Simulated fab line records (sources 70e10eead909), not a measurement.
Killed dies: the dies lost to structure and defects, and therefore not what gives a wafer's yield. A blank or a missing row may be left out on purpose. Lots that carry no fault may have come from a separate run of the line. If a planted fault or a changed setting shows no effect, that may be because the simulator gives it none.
Matching of chambers	flow nand_harc	rie_si-06 running NHARC_P_STI_ETCH_15: 4 sister chambers
The step etches the open film in HBr/Cl2, target depth 300 nm, time 100.1 s. 18 wafers are shown with their chamber, then 9 later ones without.

WAFERS WITH THEIR CHAMBER
wafer	chamber	drypump_motor_current_A (A)	oes_product_au (a.u.)	chamber_pressure_mTorr (mTorr)
L076.3	3	6.3	1.007	14.980
L076.5	3	6.4	0.995	15.007
L076.6	0	5.3	0.995	15.002
L077.2	2	6.3	1.012	15.019
L077.3	0	5.3	0.990	14.998
L077.5	0	5.3	0.988	14.979
L079.1	0	5.3	0.995	14.992
L079.2	1	5.4	1.013	15.003
L079.4	2	6.4	1.008	15.026
L082.1	2	6.3	1.004	15.006
L082.3	1	5.4	1.003	14.996
L082.5	1	5.4	1.004	15.025
L083.2	0	5.3	1.000	15.005
L083.5	1	5.4	1.008	15.005
L083.6	2	6.3	1.005	15.025
L086.2	1	5.4	1.018	14.995
L086.5	3	6.4	1.028	15.012
L086.6	2	6.3	1.010	15.002

SIGNATURES (means of the wafers above)
reading	chamber 0	chamber 1	chamber 2	chamber 3	scatter within a chamber
drypump_motor_current_A	5.300	5.400	6.320	6.367	0.0324
oes_product_au	0.99360	1.00920	1.00780	1.01000	0.0078
chamber_pressure_mTorr	14.99520	15.00480	15.01560	14.99967	0.0122
Rule: for a wafer and a chamber, the distance is found by dividing, reading by reading, the gap between the wafer's reading and the chamber's mean by the reading's scatter, squaring, summing and taking the root. The wafer belongs to the nearest chamber; if the next one is less than 2 further off, it can't be placed. How the scatter is found: for the shown wafers, subtract from each reading the mean of its chamber, square and add these, divide the total by (wafers less chambers), then take the root.

WAFERS WHOSE CHAMBER IS MISSING
wafer	drypump_motor_current_A (A)	oes_product_au (a.u.)	chamber_pressure_mTorr (mTorr)
L089.2	6.3	1.009	15.005
L089.3	6.4	1.032	15.013
L089.6	6.3	1.024	14.992
L091.1	6.4	1.018	15.015
L091.2	5.4	1.020	15.022
L091.3	5.3	0.982	14.995
L092.1	5.3	0.983	14.979
L092.2	6.4	1.018	15.015
L092.5	6.3	1.020	14.995

WHICH CHAMBER EACH WENT THROUGH
wafer	from the rows above	in truth
L089.2	can't be placed: 2 or 3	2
L089.3	can't be placed: 3 or 2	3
L089.6	can't be placed: 3 or 2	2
L091.1	can't be placed: 3 or 2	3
L091.2	1	1
L091.3	0	0
L092.1	0	0
L092.2	can't be placed: 3 or 2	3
L092.5	can't be placed: 2 or 3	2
Correct placement for 3 of the 9. From these rows, 6 cannot be placed; in 6 the true chamber is one of the candidates. 0 placed wrongly.
